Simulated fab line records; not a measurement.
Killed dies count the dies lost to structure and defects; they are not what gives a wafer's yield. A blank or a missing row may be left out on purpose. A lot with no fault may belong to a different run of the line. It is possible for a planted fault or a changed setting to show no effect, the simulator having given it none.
Matching of chambers | flow nandHarc | NHARC_P_ZERO_WELL_ETCH_65 on rieDiel-11 has 4 sister chambers
The step etches the open film in N2/H2, target depth 80 nm, overetch 24 nm, time 87.88 s. 4 wafers are shown with their chamber, then 7 later ones without.

EACH WAFER AND ITS CHAMBER
wafer  | chamber | showerheadPlenumPTorr (Torr)
L997.1 | 0       | 2.18
L100.5 | 2       | 1.87
L112.3 | 1       | 1.88
L112.5 | 3       | 2.06

WAFERS WITHOUT THEIR CHAMBER
wafer  | showerheadPlenumPTorr (Torr)
L112.6 | 2.21
L113.1 | 2.21
L113.2 | 1.88
L113.5 | 2.16
L118.1 | 1.88
L118.4 | 2.06
L118.6 | 2.20

WHICH CHAMBER EACH WENT THROUGH
wafer  | from the rows above     | in truth
L112.6 | 0                       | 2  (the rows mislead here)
L113.1 | 0                       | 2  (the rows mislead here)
L113.2 | can't be placed: 1 or 2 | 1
L113.5 | 0                       | 0
L118.1 | can't be placed: 1 or 2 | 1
L118.4 | 3                       | 3
L118.6 | 0                       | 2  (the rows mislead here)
2 of 7 placed correctly. Can't be placed from these rows: 2 (the true chamber is among the candidates in 2). Number placed wrongly: 3.
How it was worked out, from the rows above alone: a wafer's distance from a chamber is the root of the sum, over the readings, of the square of ((its reading less the chamber's mean) divided by the reading's scatter). The wafer belongs to the nearest chamber; if the next one is less than 2 further off, it can't be placed. A chamber's mean is the mean of its shown wafers. The scatter: with one shown wafer a chamber, the root of the mean of the squares of how far each hidden wafer lies from its nearest shown one.
